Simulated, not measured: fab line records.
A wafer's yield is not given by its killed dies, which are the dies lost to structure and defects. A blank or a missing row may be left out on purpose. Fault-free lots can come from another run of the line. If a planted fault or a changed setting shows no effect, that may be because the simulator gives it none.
A lot that was struck, set against a sound lot -- flow n5_finfet -- 16 out of 1938 route steps
Sound: the wafers L344.4, L344.5, L344.6. Struck: wafer L336.6. (L336.1, L336.5 of the same lot were not struck and are left out.) The cause comes at the end.
Order at every step that has rows: each side's tool, ch and its chambers, its first start. Under that, the readings that differ: sound wafers -- struck wafers -- difference of the means -- sigmas: that difference in standard deviations of wafers without a fault.
alike: same words and numbers on both sides, and readings whose means sit less than 2 such deviations apart. not compared: any withheld reading, any reading some wafer has no value for, any bound like >300 that may hide the same value, and any number with overlapping values for which the record gives no deviation.
A row with sigmas, a row that says differs or no value, or rows on one side alone: a step with any of these is where the two part. When numbers do not overlap yet have no deviation, they are printed without sigmas and do not part them. A reading missing from all wafers of one side parts the sides only when that side holds two or more wafers.

first, 1 step without rows for these wafers: N5_BEOL_M4_ETCH_41 (etches SiCN in CH3F/O2, target depth 29.9 nm, time 52.5 s).
N5_BEOL_M4_STRIP_97: strips in N2/H2, time 10 s.
  sound: rie_diel-04 ch 0,2,3; struck: rie_diel-04 ch 1
  alike: bias_power_w, drypump_motor_current_A, oes_product_au, rf_vpp_V, showerhead_plenum_p_Torr, throttle_valve_pct
  not compared: rf_hours_counter_h
N5_BEOL_M4_OCD_MEAS_38:
  sound on ocd-01, day 14 14:38; struck on ocd-01, day 11 16:29
  alike: trench_depth_nm
then, 4 steps without rows for these wafers: N5_BEOL_M4_HM_STRIP_39 (strips TiN in peroxide tin strip, target depth 25 nm, time 158 s); N5_BEOL_M4_SRD_40 (time 30 s); N5_BEOL_M4_PRECLEAN_42 (cleans in residue remover, time 60 s); N5_BEOL_M4_SRD_43 (time 30 s).
N5_BEOL_M4_CD_MEAS_35: target cd 18 nm, target cd y 22.4 nm.
  sound on cd_sem-02, day 14 14:47; struck on cd_sem-03, day 11 16:39
  alike: cd_nm
N5_BEOL_M4_DEGAS_44: time 60 s.
  sound on pvd_sputter-02, day 14 15:12; struck on pvd_sputter-01, day 11 17:14
  alike: heater_power_w
then, 1 step without rows for these wafers: N5_BEOL_M4_PRE_CLEAN_45 (time 30 s).
N5_BEOL_M4_ALD_84: deposits TaN, pulse time 2 s, purge time 3 s, co reactant purge time 2 s.
  sound on ald_metal-04 ch 0,3, day 14 15:18; struck on ald_metal-04 ch 1, day 11 17:34
reading,sound,struck,difference,sigmas
heater_power_w (W),451 454 390,366,-66,-3
N5_BEOL_M4_SURFACE_TREAT_85:
  sound on pvd_sputter-03, day 14 15:35; struck on pvd_sputter-02, day 11 19:57
  not compared: throttle_valve_pct
N5_BEOL_M4_CVD_47: deposits Co from CCTBA/H2, target thk 3 nm, time 223.8 s.
  sound on cvd_co-02 ch 0,1,2, day 14 15:47; struck on cvd_co-02 ch 2, day 11 20:02
reading,sound,struck,difference,sigmas
run_length_s (s),247.1 247.4 246.8,132.7,-114.4,-99 or more
N5_BEOL_M4_SPUTTER_48: material Cu, target thk 4.5 nm, time 8.29 s.
  sound on pvd_sputter-01, day 14 15:58; struck on pvd_sputter-02, day 11 20:13
  alike: chuck_gas_flow_sccm, throttle_valve_pct
N5_BEOL_M4_RC_MEAS_101:
  sound on prober-01 ch 0, day 14 19:16; struck on prober-02 ch 0, day 11 23:04
  alike: DIBL_N, DIBL_P, IOFF_N, IOFF_P, ION_N, ION_P, SS_N, SS_P, VT_N, VT_P
next, for these wafers, 1 step has no rows: N5_PASSIVATION_PROBE_49.

== WHERE THEY PART ==
Last at N5_BEOL_M4_CVD_47 as far as this record goes, first at N5_BEOL_M4_ALD_84. Later steps at which nothing parts them and some readings are alike: N5_BEOL_M4_SPUTTER_48, N5_BEOL_M4_RC_MEAS_101.

WHY: the cause the simulator had injected
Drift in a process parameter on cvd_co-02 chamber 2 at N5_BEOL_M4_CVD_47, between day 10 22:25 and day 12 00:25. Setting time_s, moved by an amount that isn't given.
